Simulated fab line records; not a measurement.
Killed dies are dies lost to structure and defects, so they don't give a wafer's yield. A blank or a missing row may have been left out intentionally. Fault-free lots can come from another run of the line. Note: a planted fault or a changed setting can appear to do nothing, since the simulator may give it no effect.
2 desks looking at one fault + flow n5 finfet + numbers are kept per desk, each desk with only its own; the story behind them comes last

## THE DEFECT DESK
Lot by lot, what the route's inspections counted, given as the mean of those sampled wafers with a number. If a lot's mean is further than 4 standard deviations from the usual mean, the lot is out of limits and carries the mark OUT (the distance appears in the brackets).
Columns: A = raw defect count at N5_PASSIVATION_INSPECT_61, usual 2.2
| lot  | first seen here | A   |
|------|-----------------|-----|
| L283 | day 11 23:02    | 3.7 |
| L284 | day 12 04:19    | 2.3 |
| L287 | day 13 03:35    | 2.3 |
| L286 | day 13 08:16    | 1.7 |
| L288 | day 13 16:56    | 3.3 |
| L290 | day 13 20:35    | 3.0 |
| L291 | day 13 22:03    | 1.3 |
| L292 | day 14 05:43    | 1.7 |
| L294 | day 15 07:17    | 4.0 |
| L293 | day 15 20:20    | 2.0 |
| L301 | day 16 23:35    | 2.7 |
Result from this desk: across the 11 lots, nothing is out of limits.

## AT THE TOOL OWNER'S DESK: euv scanner-02
The tool's own readings at N5_BEOL_M4_EXPOSE_08 (exposes mask M4): means of the sampled wafers that have a number, for each lot that ran on this tool. If a lot's mean is further than 4 standard deviations from the usual mean, the lot is out of limits and carries the mark OUT (the distance appears in the brackets).
Columns: A = stage msd nm at N5_BEOL_M4_EXPOSE_08, usual 0.92 nm
| lot  | first seen here | A    |
|------|-----------------|------|
| L283 | day 7 10:31     | 0.87 |
| L286 | day 8 13:59     | 0.86 |
| L290 | day 9 05:22     | 0.87 |
| L292 | day 9 23:50     | 0.86 |
| L294 | day 10 17:20    | 0.86 |
| L301 | day 11 19:51    | 0.87 |
Result from this desk: across the 6 lots, nothing is out of limits.

## BROUGHT TOGETHER
Nothing out of limits was seen by the defect desk.
The tool owner's desk saw nothing out of limits.

## WHAT THE SIMULATOR HAD PUT IN
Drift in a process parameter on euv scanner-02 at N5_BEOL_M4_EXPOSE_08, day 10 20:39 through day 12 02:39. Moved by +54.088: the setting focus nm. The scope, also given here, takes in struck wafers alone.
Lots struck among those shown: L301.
